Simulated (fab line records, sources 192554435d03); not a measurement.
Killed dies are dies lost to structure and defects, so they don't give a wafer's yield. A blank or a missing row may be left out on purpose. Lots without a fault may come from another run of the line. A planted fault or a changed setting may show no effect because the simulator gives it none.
Chamber matching | flow n5_finfet | N5_BEOL_M0_CMP_120 on cmp-04: 4 sister chambers
The step polishes, stops on SiOC, t overpolish 6.9 s. 4 wafers are shown with their chamber, then 12 later ones without.

WAFERS WITH THEIR CHAMBER
wafer  | chamber | motor_current_A (A)
L087.3 | 2       | 6.9
L090.1 | 1       | 7.1
L090.2 | 0       | 5.2
L090.3 | 3       | 4.8

WAFERS WITHOUT THEIR CHAMBER
wafer  | motor_current_A (A)
L093.1 | 6.6
L093.3 | 6.6
L093.5 | 4.5
L094.1 | 5.3
L094.2 | 6.5
L094.5 | 6.7
L095.2 | 4.7
L095.3 | 6.8
L095.5 | 6.7
L097.2 | 6.5
L097.3 | 6.8
L097.6 | 6.9

WHICH CHAMBER EACH WENT THROUGH
wafer  | from the rows above     | in truth
L093.1 | can't be placed: 2 or 1 | 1
L093.3 | can't be placed: 2 or 1 | 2
L093.5 | can't be placed: 3 or 0 | 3
L094.1 | can't be placed: 0 or 3 | 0
L094.2 | can't be placed: 2 or 1 | 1
L094.5 | can't be placed: 2 or 1 | 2
L095.2 | can't be placed: 3 or 0 | 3
L095.3 | can't be placed: 2 or 1 | 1
L095.5 | can't be placed: 2 or 1 | 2
L097.2 | can't be placed: 2 or 1 | 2
L097.3 | can't be placed: 2 or 1 | 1
L097.6 | can't be placed: 2 or 1 | 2
Placed correctly: 0 of 12. Can't be placed from these rows: 12 (the true chamber is among the candidates in 12). Placed wrongly: 0.
How it was worked out, from the rows above alone: a wafer's distance from a chamber is the root of the sum, over the readings, of the square of ((its reading less the chamber's mean) divided by the reading's scatter). The wafer belongs to the nearest chamber; if the next one is less than 2 further off, it can't be placed. A chamber's mean is the mean of its shown wafers. The scatter: with one shown wafer a chamber, the root of the mean of the squares of how far each hidden wafer lies from its nearest shown one.
